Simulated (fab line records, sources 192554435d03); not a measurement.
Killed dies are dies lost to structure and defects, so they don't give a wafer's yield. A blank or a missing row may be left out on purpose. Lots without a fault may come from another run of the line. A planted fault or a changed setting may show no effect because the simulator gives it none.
Chamber matching | flow n5_finfet | N5_BEOL_M0_SAQP_SPACER2_ETCHBACK_27 on rie_diel-06: 4 sister chambers
The step etches SiO2 in CHF3/O2, target depth 22.5 nm, time 11.25 s. 4 wafers are shown with their chamber, then 9 later ones without.

WAFERS WITH THEIR CHAMBER
wafer  | chamber | drypump_motor_current_A (A)
L084.1 | 1       | 6.6
L084.6 | 3       | 6.5
L085.2 | 0       | 5.2
L085.6 | 2       | 5.9

WAFERS WITHOUT THEIR CHAMBER
wafer  | drypump_motor_current_A (A)
L086.2 | 6.6
L086.3 | 5.1
L086.4 | 5.2
L089.1 | 6.6
L089.5 | 5.1
L089.6 | 6.5
L094.2 | 6.6
L094.5 | 6.5
L094.6 | 5.1

WHICH CHAMBER EACH WENT THROUGH
wafer  | from the rows above     | in truth
L086.2 | can't be placed: 1 or 3 | 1
L086.3 | 0                       | 0
L086.4 | 0                       | 0
L089.1 | can't be placed: 1 or 3 | 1
L089.5 | 0                       | 0
L089.6 | can't be placed: 3 or 1 | 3
L094.2 | can't be placed: 1 or 3 | 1
L094.5 | can't be placed: 3 or 1 | 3
L094.6 | 0                       | 0
Placed correctly: 4 of 9. Can't be placed from these rows: 5 (the true chamber is among the candidates in 5). Placed wrongly: 0.
How it was worked out, from the rows above alone: a wafer's distance from a chamber is the root of the sum, over the readings, of the square of ((its reading less the chamber's mean) divided by the reading's scatter). The wafer belongs to the nearest chamber; if the next one is less than 2 further off, it can't be placed. A chamber's mean is the mean of its shown wafers. The scatter: with one shown wafer a chamber, the root of the mean of the squares of how far each hidden wafer lies from its nearest shown one.
